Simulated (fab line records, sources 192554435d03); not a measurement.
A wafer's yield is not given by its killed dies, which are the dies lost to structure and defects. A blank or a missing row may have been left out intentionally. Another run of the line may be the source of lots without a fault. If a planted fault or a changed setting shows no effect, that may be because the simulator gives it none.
fab line records	flow n5Finfet
record: lots: 24	wafers: 72	lastDay: 17
route steps=1938 shown BEOL_M0@721 BEOL_M1@764
lots with no fault: from the same line, run without faults
startH: hours from the record's first day to the start of the lot's first wafer shown	waitH: how many hours have passed since the lot's step before this one	" same as the row above	L1.1+2: several wafers, shown together as one row	- no value, or no start was given	* or withheld: withheld	< > ~ a bound
route shown NAME@n: a module of which the file shows steps, and the number in the route of the first	usual: mean/standard deviation taken from wafers without a fault	same: alike in all rows	chamber/n: place in a boat	sites: per-site readings	_std_site: the standard deviation of these	_edge_site: inner sites' mean taken away from outer sites' mean	radiusMm: for every site, how far away it sits from the centre of the wafer	mask NAME#n: copy n	behind: the tool/chamber that last shaped the wafer	hold: reason for holding the lot/hours on hold/outcome of the hold	device: whichever transistor did not switch (one of n, p or np)	end of line: at the end of the route, the tests of the same wafers	step lacking rows: just its recipe	killed: the dies lost at the first sort to structure and to defects; this is not the yield of the wafer	map: a wafer's dies, marking killed ones x, the rest . and places with no die _
set.NAME: the setting that was run; set.NAME@STEP: the one run at that earlier step	model.NAME: the simulator's own value behind a step, which no gauge read
route steps across a sampled set of lots; one table per step, one row per wafer
services: a tool's chamber out of use, with start hour (startH, from the record's first day; less than 0 if before it), hours out, and reason
== steps ==
step: N5_BEOL_M0_TRENCH_ETCH_107
recipe: chemistry: C4F6/O2	targetDepthA: 328	target: SiOC	timeS: 16.4	ionEnergyEv: 250	pressureMtorr: 30	sourceW: 355	biasW: 185	Ar_flow_sccm: 300	C4F6_flow_sccm: 10	O2_flow_sccm: 10
usual: drypumpMotorCurrentA: 5.72/0.3	oesProductAu: 0.77/0.081	rfVppV: 657/13	showerheadPlenumPTorr: 2.85/0.12	throttleValvePct: 20.91/0.22
lot.wafer	tool	chamber	startH	waitH	drypumpMotorCurrentA	oesProductAu	rfHoursCounterH	rfVppV	showerheadPlenumPTorr	throttleValvePct
L074.3	rieDiel-02	3	117.92	0.0	5.39	0.77	166	678	2.86	21.20
L074.4	"	2	"	"	5.38	0.84	56	662	2.81	20.97
L074.5	"	3	"	"	5.39	0.77	-	681	2.86	21.19
L075.2	rieDiel-01	3	123.04	0.0	5.17	0.88	53	638	2.86	20.46
L075.3	"	0	"	"	6.13	0.99	2	649	2.83	21.16
L075.5	"	3	"	"	5.18	0.88	-	638	2.86	20.47
L076.3	rieDiel-05	1	126.68	0.0	5.81	0.73	158	655	2.97	20.92
L076.5	"	0	"	"	6.32	0.70	-	687	2.94	21.02
L076.6	"	3	"	"	5.80	0.85	-	661	3.01	20.65
L077.1	rieDiel-05	1	131.34	0.0	5.80	0.72	160	657	2.97	20.94
L077.4	"	2	"	"	5.61	0.78	125	661	2.70	20.71
L077.5	"	2	"	"	5.61	0.78	-	662	2.70	20.71
L078.2	rieDiel-02	2	137.41	0.0	5.37	0.82	63	663	2.81	20.97
L078.5	"	0	"	"	5.79	0.73	-	655	2.70	20.78
L078.6	"	1	"	"	5.68	0.68	-	640	2.70	21.24
L079.1	rieDiel-05	2	148.85	0.0	5.61	0.78	131	661	2.70	20.72
L079.2	"	3	"	"	5.79	0.84	64	659	3.01	20.66
L079.3	"	0	"	"	6.31	0.69	223	686	2.94	21.03
L080.2	rieDiel-01	2	151.39	0.0	6.00	0.70	228	651	2.72	21.04
L080.5	"	1	"	"	5.78	0.71	-	647	2.96	20.97
L080.6	"	2	"	"	6.01	0.70	-	650	2.72	21.03
L081.2	rieDiel-02	1	153.29	0.0	5.67	0.66	247	639	2.70	21.26
L081.4	"	2	"	"	5.37	0.82	69	663	2.80	20.99
L081.5	"	1	"	"	5.67	0.67	-	639	2.70	21.24
L082.2	rieDiel-05	2	165.82	0.0	5.63	0.78	138	662	2.69	20.73
L082.3	"	1	"	"	5.78	0.73	172	656	2.96	20.96
L082.5	"	2	"	"	5.63	0.78	-	661	2.69	20.73
L083.1	rieDiel-02	3	168.87	0.0	5.37	0.76	186	681	2.85	21.23
L083.3	"	0	"	"	5.81	0.72	187	654	2.70	20.81
L083.4	"	0	"	"	5.84	0.72	-	652	2.70	20.81
L084.2	rieDiel-05	2	176.90	0.0	5.61	0.78	141	661	2.69	20.75
L084.3	"	0	"	"	6.29	0.69	230	686	2.93	21.04
L084.4	"	1	"	"	5.78	0.72	175	655	2.96	20.96
L085.3	rieDiel-01	0	186.32	0.0	6.09	0.91	22	650	2.82	21.18
L085.5	"	0	"	"	6.08	0.91	-	649	2.82	21.18
L085.6	"	3	"	"	5.16	0.84	-	639	2.85	20.49
L086.4	rieDiel-05	2	196.63	0.0	5.63	0.77	147	661	2.69	20.74
L086.5	"	2	"	"	5.62	0.77	-	660	2.69	20.74
L086.6	"	3	"	"	5.81	0.82	-	660	3.00	20.67
L087.2	rieDiel-01	0	199.44	0.0	6.11	0.90	27	649	2.82	21.19
L087.3	"	3	"	"	5.18	0.83	79	639	2.85	20.49
L087.5	"	1	"	"	5.76	0.70	-	648	2.95	21.00
L088.2	rieDiel-01	3	203.84	0.0	5.17	0.83	80	636	2.85	20.49
L088.4	"	1	"	"	5.75	0.70	195	648	2.95	20.99
L088.6	"	0	"	"	6.09	0.90	-	649	2.82	21.20
L089.1	rieDiel-01	3	205.06	0.0	5.19	0.83	81	637	2.85	20.51
L089.2	"	2	"	"	5.98	0.68	246	650	2.71	21.08
L089.3	"	1	"	"	5.77	0.70	196	646	2.95	20.99
L090.1	rieDiel-05	1	208.54	0.0	5.79	0.71	185	655	2.95	20.96
L090.2	"	2	"	"	5.61	0.76	152	660	2.69	20.75
L090.3	"	0	"	"	6.29	0.67	241	686	2.93	21.06
L091.1	rieDiel-05	0	217.01	0.0	6.32	0.68	245	686	2.92	21.06
L091.5	"	2	"	"	5.58	0.76	-	662	2.69	20.76
L091.6	"	3	"	"	5.83	0.82	-	660	3.00	20.70
L092.3	rieDiel-02	3	226.36	0.0	5.39	0.73	207	679	2.85	21.26
L092.4	"	0	"	"	5.82	0.70	209	654	2.69	20.84
L092.5	"	1	"	"	5.68	0.91	-	649	3.02	20.79
L094.1	rieDiel-01	2	235.80	0.0	6.02	1.02	0	662	3.05	20.81
L094.2	"	0	"	"	6.09	0.86	44	649	2.81	21.21
L094.4	"	3	"	"	5.16	0.82	96	636	2.84	20.54
L093.1	rieDiel-01	0	235.92	0.0	6.09	0.87	44	648	2.81	21.21
L093.2	"	3	"	"	5.19	0.81	96	638	2.84	20.51
L093.5	"	3	"	"	5.18	0.81	-	638	2.84	20.53
L095.1	rieDiel-02	2	244.16	0.0	5.37	0.78	107	661	2.79	21.02
L095.3	"	0	"	"	5.82	0.70	218	654	2.68	20.85
L095.4	"	1	"	"	5.68	0.89	28	650	3.02	20.80
L096.2	rieDiel-02	2	257.93	0.0	5.38	0.77	112	661	2.79	21.07
L096.3	"	0	"	"	5.82	0.69	223	653	2.68	20.84
L096.6	"	3	"	"	5.43	0.72	-	679	2.84	21.27
L097.3	rieDiel-02	0	259.99	0.0	5.80	0.70	223	655	2.68	20.86
L097.5	"	1	"	"	5.68	0.87	-	650	3.02	20.80
L097.6	"	0	"	"	5.81	0.69	-	653	2.68	20.86
step: N5_BEOL_M0_PRE_CLEAN_113
recipe: gas: H2/He	timeS: 30	tempC: 250
usual: heaterPowerW: 334/36
lot.wafer	tool	chamber	startH	waitH	heaterPowerW
L074.3	pvdSputter-02	-	118.78	0.0	349
L074.4	"	-	"	"	409
L074.5	"	-	"	"	350
L075.2	pvdSputter-01	-	123.80	0.0	293
L075.3	"	-	"	"	304
L075.5	"	-	"	"	294
L076.3	pvdSputter-01	-	127.46	0.0	379
L076.5	"	-	"	"	294
L076.6	"	-	"	"	314
L077.1	pvdSputter-02	-	131.77	0.0	409
L077.4	"	-	"	"	354
L077.5	"	-	"	"	308
L078.2	pvdSputter-01	-	139.89	0.0	320
L078.5	"	-	"	"	324
L078.6	"	-	"	"	297
L079.1	pvdSputter-01	-	149.27	0.0	296
L079.2	"	-	"	"	374
L079.3	"	-	"	"	309
L080.2	pvdSputter-03	-	152.19	0.0	326
L080.5	"	-	"	"	294
L080.6	"	-	"	"	324
L081.2	pvdSputter-02	-	154.05	0.0	400
L081.4	"	-	"	"	361
L081.5	"	-	"	"	411
L082.2	pvdSputter-01	-	166.44	0.0	295
L082.3	"	-	"	"	309
L082.5	"	-	"	"	366
L083.1	pvdSputter-02	-	169.85	0.0	349
L083.3	"	-	"	"	346
L083.4	"	-	"	"	321
L084.2	pvdSputter-01	-	177.84	0.0	302
L084.3	"	-	"	"	384
L084.4	"	-	"	"	288
L085.3	pvdSputter-01	-	187.46	0.0	368
L085.5	"	-	"	"	302
L085.6	"	-	"	"	385
L086.4	pvdSputter-02	-	197.27	0.0	352
L086.5	"	-	"	"	352
L086.6	"	-	"	"	401
L087.2	pvdSputter-02	-	200.03	0.0	354
L087.3	"	-	"	"	341
L087.5	"	-	"	"	348
L088.2	pvdSputter-01	-	204.37	0.0	296
L088.4	"	-	"	"	299
L088.6	"	-	"	"	302
L089.1	pvdSputter-02	-	205.54	0.0	352
L089.2	"	-	"	"	345
L089.3	"	-	"	"	404
L090.1	pvdSputter-02	-	210.01	0.0	314
L090.2	"	-	"	"	402
L090.3	"	-	"	"	347
L091.1	pvdSputter-02	-	218.51	0.0	405
L091.5	"	-	"	"	349
L091.6	"	-	"	"	405
L092.3	pvdSputter-01	-	227.35	0.0	292
L092.4	"	-	"	"	303
L092.5	"	-	"	"	302
L094.1	pvdSputter-03	-	237.11	0.0	298
L094.2	"	-	"	"	303
L094.4	"	-	"	"	329
L093.1	pvdSputter-03	-	237.50	0.0	305
L093.2	"	-	"	"	323
L093.5	"	-	"	"	305
L095.1	pvdSputter-01	-	245.30	0.0	296
L095.3	"	-	"	"	291
L095.4	"	-	"	"	377
L096.2	pvdSputter-02	-	258.99	0.0	318
L096.3	"	-	"	"	401
L096.6	"	-	"	"	322
L097.3	pvdSputter-03	-	261.22	0.0	302
L097.5	"	-	"	"	296
L097.6	"	-	"	"	326
step: N5_BEOL_M0_ANNEAL_133
recipe: tempC: 400	timeS: 60	ambient: vacuum
usual: heaterPowerW: 826/92	susceptor_temp_C_max: 400.9/0.35
lot.wafer	tool	chamber	startH	waitH	heaterPowerW	susceptor_temp_C_max
L074.3	pvdSputter-02	-	121.05	0.0	877	401.3
L074.4	"	-	"	"	1016	400.8
L074.5	"	-	"	"	871	400.9
L075.2	pvdSputter-01	-	126.40	0.0	741	401.2
L075.3	"	-	"	"	778	401.0
L075.5	"	-	"	"	732	400.8
L076.3	pvdSputter-02	-	128.21	0.0	798	401.5
L076.5	"	-	"	"	853	400.2
L076.6	"	-	"	"	801	401.5
L077.1	pvdSputter-01	-	133.69	0.0	935	400.2
L077.4	"	-	"	"	722	401.1
L077.5	"	-	"	"	748	401.3
L078.2	pvdSputter-02	-	140.67	0.0	893	400.8
L078.5	"	-	"	"	763	400.5
L078.6	"	-	"	"	872	401.2
L079.1	pvdSputter-01	-	151.35	0.0	720	400.8
L079.2	"	-	"	"	955	400.8
L079.3	"	-	"	"	787	401.0
L080.2	pvdSputter-03	-	153.33	0.0	794	401.3
L080.5	"	-	"	"	792	401.2
L080.6	"	-	"	"	756	401.3
L081.2	pvdSputter-03	-	154.74	0.0	812	400.9
L081.4	"	-	"	"	811	400.8
L081.5	"	-	"	"	733	400.9
L082.2	pvdSputter-01	-	169.04	0.0	763	400.9
L082.3	"	-	"	"	720	400.7
L082.5	"	-	"	"	722	400.6
L083.1	pvdSputter-01	-	172.40	0.0	755	401.2
L083.3	"	-	"	"	786	401.0
L083.4	"	-	"	"	737	400.7
L084.2	pvdSputter-02	-	179.32	0.0	795	400.8
L084.3	"	-	"	"	1009	401.4
L084.4	"	-	"	"	878	400.8
L085.3	pvdSputter-03	-	188.14	0.0	759	401.0
L085.5	"	-	"	"	753	401.1
L085.6	"	-	"	"	737	401.0
L086.4	pvdSputter-02	-	199.45	0.0	877	401.1
L086.5	"	-	"	"	889	400.9
L086.6	"	-	"	"	800	401.1
L087.2	pvdSputter-02	-	200.76	0.0	863	401.1
L087.3	"	-	"	"	861	400.4
L087.5	"	-	"	"	992	400.6
L088.2	pvdSputter-01	-	205.03	0.0	785	401.1
L088.4	"	-	"	"	943	400.6
L088.6	"	-	"	"	950	400.7
L089.1	pvdSputter-02	-	206.35	0.0	862	400.6
L089.2	"	-	"	"	805	400.9
L089.3	"	-	"	"	975	400.6
L090.1	pvdSputter-02	-	212.77	0.0	802	400.8
L090.2	"	-	"	"	890	400.5
L090.3	"	-	"	"	1004	401.1
L091.1	pvdSputter-03	-	220.51	0.0	821	401.5
L091.5	"	-	"	"	779	401.2
L091.6	"	-	"	"	745	401.0
L092.3	pvdSputter-02	-	229.53	0.0	1008	401.1
L092.4	"	-	"	"	878	400.5
L092.5	"	-	"	"	875	401.2
L094.1	pvdSputter-03	-	237.85	0.0	742	401.2
L094.2	"	-	"	"	752	400.6
L094.4	"	-	"	"	791	401.2
L093.1	pvdSputter-02	-	238.39	0.0	1011	400.7
L093.2	"	-	"	"	783	401.4
L093.5	"	-	"	"	999	400.4
L095.1	pvdSputter-03	-	246.10	0.0	812	401.0
L095.3	"	-	"	"	724	401.2
L095.4	"	-	"	"	724	400.9
L096.2	pvdSputter-03	-	260.04	0.0	739	400.7
L096.3	"	-	"	"	742	400.6
L096.6	"	-	"	"	800	401.2
L097.3	pvdSputter-01	-	262.22	0.0	732	401.2
L097.5	"	-	"	"	940	400.2
L097.6	"	-	"	"	739	400.9
step: N5_BEOL_M1_CD_MEAS_11
recipe: targetCdNm: 17.05	landingEnergyEv: 500	detector: seInlens	polarity: opening
usual: cdNm: 17.04/0.24
lot.wafer	tool	chamber	startH	waitH	cdNm
L074.3	cdSem-01	0	123.76	-	17.03
L074.4	"	0	"	"	16.99
L074.5	"	0	"	"	16.97
L075.2	cdSem-02	0	128.29	-	16.98
L075.3	"	0	"	"	17.22
L075.5	"	0	"	"	16.75
L076.3	cdSem-02	0	131.04	-	17.17
L076.5	"	0	"	"	16.56
L076.6	"	0	"	"	17.02
L077.1	cdSem-01	0	137.44	-	16.78
L077.4	"	0	"	"	17.11
L077.5	"	0	"	"	16.92
L078.2	cdSem-01	0	146.16	-	16.75
L078.5	"	0	"	"	16.78
L078.6	"	0	"	"	16.98
L079.1	cdSem-02	0	154.26	-	16.97
L079.2	"	0	"	"	17.11
L079.3	"	0	"	"	17.02
L080.2	cdSem-02	0	157.76	-	16.78
L080.5	"	0	"	"	17.12
L080.6	"	0	"	"	17.07
L081.2	cdSem-02	0	160.37	-	17.44
L081.4	"	0	"	"	16.91
L081.5	"	0	"	"	16.97
L082.2	cdSem-02	0	174.37	-	17.19
L082.3	"	0	"	"	17.02
L082.5	"	0	"	"	16.98
L083.1	cdSem-03	0	174.75	-	17.37
L083.3	"	0	"	"	17.25
L083.4	"	0	"	"	17.10
L084.2	cdSem-01	0	183.93	-	17.35
L084.3	"	0	"	"	17.55
L084.4	"	0	"	"	17.66
L085.3	cdSem-01	0	191.41	-	16.57
L085.5	"	0	"	"	17.10
L085.6	"	0	"	"	17.13
L086.4	cdSem-02	0	202.94	-	17.05
L086.5	"	0	"	"	17.02
L086.6	"	0	"	"	17.10
L087.2	cdSem-02	0	203.22	-	17.11
L087.3	"	0	"	"	16.74
L087.5	"	0	"	"	16.62
L088.2	cdSem-02	0	209.03	-	17.31
L088.4	"	0	"	"	16.85
L088.6	"	0	"	"	16.92
L089.1	cdSem-03	0	209.30	-	17.23
L089.2	"	0	"	"	17.31
L089.3	"	0	"	"	17.25
L090.1	cdSem-03	0	214.77	-	16.71
L090.2	"	0	"	"	16.73
L090.3	"	0	"	"	17.03
L091.1	cdSem-01	0	222.99	-	17.38
L091.5	"	0	"	"	17.30
L091.6	"	0	"	"	16.93
L092.3	cdSem-03	0	233.55	-	16.90
L092.4	"	0	"	"	16.65
L092.5	"	0	"	"	16.69
L094.1	cdSem-01	0	243.42	-	16.82
L094.2	"	0	"	"	16.83
L094.4	"	0	"	"	17.50
L093.1	cdSem-01	0	243.65	-	17.24
L093.2	"	0	"	"	16.69
L093.5	"	0	"	"	17.10
L095.1	cdSem-01	0	249.23	-	17.09
L095.3	"	0	"	"	16.83
L095.4	"	0	"	"	17.11
L096.2	cdSem-02	0	262.63	-	16.80
L096.3	"	0	"	"	16.93
L096.6	"	0	"	"	17.11
L097.3	cdSem-03	0	265.35	-	16.99
L097.5	"	0	"	"	17.04
L097.6	"	0	"	"	16.44
step: N5_BEOL_M1_INSPECT_13
recipe: mode: adi	inspectInstrument: brightfield
usual: rawDefectCount: 408/82
lot.wafer	tool	chamber	startH	waitH	rawDefectCount
L074.3	defectInspect-02	-	123.85	0.0	532
L074.4	"	-	"	"	341
L074.5	"	-	"	"	377
L075.2	defectInspect-01	-	128.38	0.0	418
L075.3	"	-	"	"	372
L075.5	"	-	"	"	418
L076.3	defectInspect-01	-	131.14	0.1	402
L076.5	"	-	"	"	550
L076.6	"	-	"	"	501
L077.1	defectInspect-01	-	137.53	0.1	337
L077.4	"	-	"	"	422
L077.5	"	-	"	"	381
L078.2	defectInspect-01	-	146.25	0.0	418
L078.5	"	-	"	"	299
L078.6	"	-	"	"	349
L079.1	defectInspect-02	-	154.35	0.1	376
L079.2	"	-	"	"	453
L079.3	"	-	"	"	456
L080.2	defectInspect-01	-	157.85	0.0	358
L080.5	"	-	"	"	372
L080.6	"	-	"	"	512
L081.2	defectInspect-02	-	160.45	0.0	552
L081.4	"	-	"	"	426
L081.5	"	-	"	"	352
L082.2	defectInspect-02	-	174.46	0.0	495
L082.3	"	-	"	"	427
L082.5	"	-	"	"	457
L083.1	defectInspect-02	-	174.84	0.1	546
L083.3	"	-	"	"	340
L083.4	"	-	"	"	385
L084.2	defectInspect-02	-	184.02	0.0	307
L084.3	"	-	"	"	359
L084.4	"	-	"	"	305
L085.3	defectInspect-01	-	191.50	0.0	554
L085.5	"	-	"	"	517
L085.6	"	-	"	"	537
L086.4	defectInspect-01	-	203.03	0.0	410
L086.5	"	-	"	"	442
L086.6	"	-	"	"	546
L087.2	defectInspect-02	-	203.31	0.0	298
L087.3	"	-	"	"	327
L087.5	"	-	"	"	327
L088.2	defectInspect-01	-	209.12	0.0	414
L088.4	"	-	"	"	526
L088.6	"	-	"	"	387
L089.1	defectInspect-02	-	209.39	0.1	424
L089.2	"	-	"	"	426
L089.3	"	-	"	"	399
L090.1	defectInspect-02	-	214.86	0.1	432
L090.2	"	-	"	"	490
L090.3	"	-	"	"	315
L091.1	defectInspect-02	-	223.08	0.1	472
L091.5	"	-	"	"	420
L091.6	"	-	"	"	429
L092.3	defectInspect-01	-	233.63	0.0	283
L092.4	"	-	"	"	502
L092.5	"	-	"	"	348
L094.1	defectInspect-02	-	243.51	0.1	447
L094.2	"	-	"	"	316
L094.4	"	-	"	"	423
L093.1	defectInspect-01	-	243.74	0.1	358
L093.2	"	-	"	"	497
L093.5	"	-	"	"	499
L095.1	defectInspect-02	-	249.32	0.1	390
L095.3	"	-	"	"	274
L095.4	"	-	"	"	390
L096.2	defectInspect-02	-	262.72	0.0	351
L096.3	"	-	"	"	264
L096.6	"	-	"	"	301
L097.3	defectInspect-01	-	265.44	0.0	409
L097.5	"	-	"	"	376
L097.6	"	-	"	"	384
step: N5_BEOL_M1_ETCH_64
recipe: chemistry: N2/H2	target: SOC	targetDepthA: 750	overetchA: 150	maskMaterial: SiARC	tempC: 40	timeS: 112.5	ionEnergyEv: 200	pressureMtorr: 30	sourceW: 840	biasW: 150	n2FlowSccm: 200	h2FlowSccm: 200
usual: drypumpMotorCurrentA: 6.0/0.54	oesProductAu: 0.61/0.055	rfVppV: 523.4/2.1	showerheadPlenumPTorr: 2.52/0.075	throttleValvePct: 17.9/0.3
lot.wafer	tool	chamber	startH	waitH	drypumpMotorCurrentA	oesProductAu	rfHoursCounterH	rfVppV	showerheadPlenumPTorr	throttleValvePct
L074.3	rieDiel-06	2	123.97	0.0	4.9	0.57	189	523.6	2.52	17.9
L074.4	"	0	"	"	6.1	0.64	91	525.1	2.56	17.8
L074.5	"	3	"	"	6.8	0.57	-	519.4	2.42	18.0
L075.2	rieDiel-03	0	128.49	0.0	6.4	0.60	136	520.4	2.43	17.7
L075.3	"	3	"	"	6.4	0.56	212	521.8	2.51	18.1
L075.5	"	2	"	"	6.2	0.54	-	526.0	2.57	17.5
L076.3	rieDiel-03	0	131.25	0.0	6.4	0.60	137	520.6	2.43	17.7
L076.5	"	2	"	"	6.2	0.55	-	525.6	2.57	17.5
L076.6	"	3	"	"	6.5	0.56	-	523.3	2.51	18.1
L077.1	rieDiel-06	0	137.64	0.0	6.1	0.63	96	524.5	2.56	17.8
L077.4	"	1	"	"	6.0	0.55	245	522.6	2.48	18.0
L077.5	"	2	"	"	4.9	0.57	-	523.5	2.51	17.9
L078.2	rieDiel-03	3	146.36	0.0	6.5	0.56	219	523.2	2.51	18.1
L078.5	"	0	"	"	6.4	0.60	-	521.3	2.42	17.7
L078.6	"	2	"	"	6.2	0.55	-	525.4	2.57	17.5
L079.1	rieDiel-04	1	154.46	0.0	6.5	0.70	26	522.9	2.48	18.0
L079.2	"	2	"	"	5.1	0.67	41	522.9	2.47	17.7
L079.3	"	3	"	"	5.6	0.60	158	526.3	2.67	18.4
L080.2	rieDiel-04	1	157.96	0.0	6.5	0.71	26	522.3	2.48	18.0
L080.5	"	2	"	"	5.1	0.67	-	522.9	2.47	17.7
L080.6	"	3	"	"	5.6	0.60	-	526.9	2.67	18.3
L081.2	rieDiel-06	2	160.57	0.0	4.9	0.57	200	522.5	2.51	17.9
L081.4	"	0	"	"	6.1	0.62	-	525.5	2.56	17.8
L081.5	"	3	"	"	6.8	0.55	-	518.9	2.42	18.1
L082.2	rieDiel-04	0	174.58	0.0	6.3	0.56	181	524.1	2.54	17.6
L082.3	"	1	"	"	6.5	0.69	31	523.8	2.47	18.0
L082.5	"	0	"	"	6.4	0.56	-	522.7	2.54	17.6
L083.1	rieDiel-04	3	175.33	0.0	5.6	0.59	164	526.9	2.66	18.4
L083.3	"	0	"	"	6.4	0.56	181	522.0	2.54	17.6
L083.4	"	1	"	"	6.5	0.69	32	523.2	2.47	18.0
L084.2	rieDiel-04	3	184.57	0.0	5.6	0.59	167	526.0	2.66	18.4
L084.3	"	2	"	"	5.1	0.66	50	522.1	2.47	17.7
L084.4	"	0	"	"	6.4	0.56	184	522.8	2.54	17.6
L085.3	rieDiel-06	2	191.64	0.0	4.9	0.56	213	522.8	2.50	18.0
L085.5	"	2	"	"	4.9	0.57	-	523.5	2.50	18.0
L085.6	"	0	"	"	6.1	0.62	-	523.8	2.55	17.8
L086.4	rieDiel-03	3	203.19	0.1	6.5	0.55	-	523.3	2.50	18.1
L086.5	"	0	"	"	6.4	0.59	-	519.1	2.42	17.7
L086.6	"	1	"	"	5.8	0.59	-	526.2	2.62	17.9
L087.2	rieDiel-04	2	203.60	0.0	5.2	0.66	56	523.4	2.47	17.7
L087.3	"	3	"	"	5.6	0.59	173	524.8	2.66	18.4
L087.5	"	1	"	"	6.5	0.68	-	522.6	2.47	18.1
L088.2	rieDiel-04	1	209.23	0.0	6.4	0.68	42	521.9	2.47	18.1
L088.4	"	3	"	"	5.6	0.58	174	527.0	2.66	18.4
L088.6	"	1	"	"	6.4	0.68	-	521.2	2.47	18.1
L089.1	rieDiel-03	1	209.50	0.0	5.8	0.59	170	526.2	2.62	17.8
L089.2	"	3	"	"	6.5	0.55	242	521.6	2.50	18.1
L089.3	"	0	"	"	6.4	0.59	167	521.3	2.41	17.8
L090.1	rieDiel-04	1	214.97	0.0	6.5	0.68	44	523.2	2.47	18.1
L090.2	"	2	"	"	5.2	0.65	59	521.0	2.46	17.7
L090.3	"	3	"	"	5.6	0.58	176	526.3	2.66	18.4
L091.1	rieDiel-04	0	223.37	0.0	6.4	0.56	195	523.4	2.53	17.6
L091.5	"	0	"	"	6.4	0.56	-	523.6	2.53	17.6
L091.6	"	3	"	"	5.6	0.58	-	525.3	2.66	18.4
L092.3	rieDiel-03	1	233.75	0.0	5.7	0.59	177	525.4	2.62	17.9
L092.4	"	0	"	"	6.4	0.58	174	520.7	2.41	17.8
L092.5	"	2	"	"	6.2	0.76	-	526.3	2.56	17.0
L094.1	rieDiel-03	0	243.68	0.0	6.4	0.58	177	520.5	2.41	17.8
L094.2	"	1	"	"	5.8	0.59	181	526.7	2.62	17.9
L094.4	"	1	"	"	5.8	0.58	-	527.5	2.62	17.9
L093.1	rieDiel-04	2	243.86	0.0	5.1	0.65	68	521.7	2.46	17.7
L093.2	"	0	"	"	6.4	0.55	201	523.7	2.53	17.6
L093.5	"	2	"	"	5.1	0.64	-	521.8	2.46	17.8
L095.1	rieDiel-03	1	249.47	0.0	5.8	0.58	183	526.1	2.62	17.9
L095.3	"	2	"	"	6.2	0.74	-	523.4	2.56	17.1
L095.4	"	1	"	"	5.8	0.58	-	525.1	2.62	17.9
L096.2	rieDiel-04	2	262.83	0.0	5.1	0.64	73	522.4	2.46	17.7
L096.3	"	0	"	"	6.4	0.55	205	521.5	2.53	17.7
L096.6	"	2	"	"	5.2	0.64	-	522.1	2.46	17.8
L097.3	rieDiel-04	0	265.55	0.0	6.4	0.55	206	523.2	2.53	17.7
L097.5	"	1	"	"	6.5	0.67	-	522.0	2.46	18.1
L097.6	"	0	"	"	6.4	0.55	-	522.1	2.53	17.7
== services ==
tool	chamber	startH	hours	kind
pvdSputter-01	-	94.34	2.3	repair
rieDiel-01	1	98.23	4.4	repair
rieDiel-01	0	102.65	-	clean
rieDiel-01	0	102.65	-	consumableReplace:focusRing
rieDiel-01	0	102.65	13.6	scheduledDown
rieDiel-01	0	102.65	13.6	ventCycle
rieDiel-03	3	108.49	18.4	repair
rieDiel-06	2	117.44	3.9	repair
rieDiel-06	3	129.47	5.2	repair
rieDiel-05	0	160.29	3.8	repair
rieDiel-02	1	161.78	-	clean
rieDiel-02	1	161.78	-	consumableReplace:focusRing
rieDiel-02	1	161.78	-	consumableReplace:showerhead
rieDiel-03	2	162.91	8.3	repair
rieDiel-03	-	183.68	1.5	repair
rieDiel-04	-	189.36	0.7	repair
rieDiel-03	2	189.95	11.4	repair
rieDiel-01	0	196.80	1.5	repair
rieDiel-01	2	198.84	3.8	repair
rieDiel-06	1	200.94	9.8	repair
rieDiel-05	-	219.15	28.1	pm
rieDiel-01	1	224.90	1.9	repair
rieDiel-03	0	248.64	2.4	repair
rieDiel-01	-	260.12	2.1	repair
== key ==
fault none
